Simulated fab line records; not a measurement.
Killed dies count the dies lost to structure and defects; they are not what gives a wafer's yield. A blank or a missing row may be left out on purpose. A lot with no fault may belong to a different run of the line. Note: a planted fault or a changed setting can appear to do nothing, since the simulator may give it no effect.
Chamber matching || flow n5 finfet || 4 sister chambers for N5_BEOL_M1_ETCHBACK_99 on rie diel-04
The step etches SiO2 in CHF3, target depth 5 nm, time 10.4 s. 4 wafers are shown with their chamber, then 8 later ones without.

WAFERS PAIRED WITH THEIR CHAMBERS
{"wafer": "L089.6", "chamber": 0, "showerhead plenum p Torr (Torr)": 2.13}
{"wafer": "L091.2", "chamber": 3, "showerhead plenum p Torr (Torr)": 2.12}
{"wafer": "L091.5", "chamber": 2, "showerhead plenum p Torr (Torr)": 2.12}
{"wafer": "L094.1", "chamber": 1, "showerhead plenum p Torr (Torr)": 2.23}

WAFERS WITH NO CHAMBER GIVEN
{"wafer": "L094.5", "showerhead plenum p Torr (Torr)": 2.23}
{"wafer": "L094.6", "showerhead plenum p Torr (Torr)": 2.12}
{"wafer": "L095.3", "showerhead plenum p Torr (Torr)": 2.23}
{"wafer": "L095.4", "showerhead plenum p Torr (Torr)": 2.12}
{"wafer": "L095.6", "showerhead plenum p Torr (Torr)": 2.12}
{"wafer": "L097.1", "showerhead plenum p Torr (Torr)": 2.12}
{"wafer": "L097.3", "showerhead plenum p Torr (Torr)": 2.11}
{"wafer": "L097.5", "showerhead plenum p Torr (Torr)": 2.12}

WHICH CHAMBER EACH ONE RAN IN
{"wafer": "L094.5", "from the rows above": 1, "in truth": 1}
{"wafer": "L094.6", "from the rows above": "can't be placed: 2 or 3", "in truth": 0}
{"wafer": "L095.3", "from the rows above": 1, "in truth": 1}
{"wafer": "L095.4", "from the rows above": "can't be placed: 2 or 3", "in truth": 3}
{"wafer": "L095.6", "from the rows above": "can't be placed: 2 or 3", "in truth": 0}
{"wafer": "L097.1", "from the rows above": "can't be placed: 2 or 3", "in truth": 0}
{"wafer": "L097.3", "from the rows above": "can't be placed: 2 or 3", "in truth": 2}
{"wafer": "L097.5", "from the rows above": "can't be placed: 2 or 3", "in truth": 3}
Placed correctly: 2 of 8. These rows do not allow placing 6 (true chamber among the candidates in 3). Placed wrongly: 0.
How it was worked out, from the rows above alone: a wafer's distance from a chamber is the root of the sum, over the readings, of the square of ((its reading less the chamber's mean) divided by the reading's scatter). If the next closest chamber is less than 2 further off than the closest, the wafer can't be placed; otherwise it belongs to the closest. A chamber's mean is the mean of its shown wafers. The scatter (one wafer shown for each chamber): square how far every hidden wafer sits from the nearest shown wafer, average those squares and take the square root.
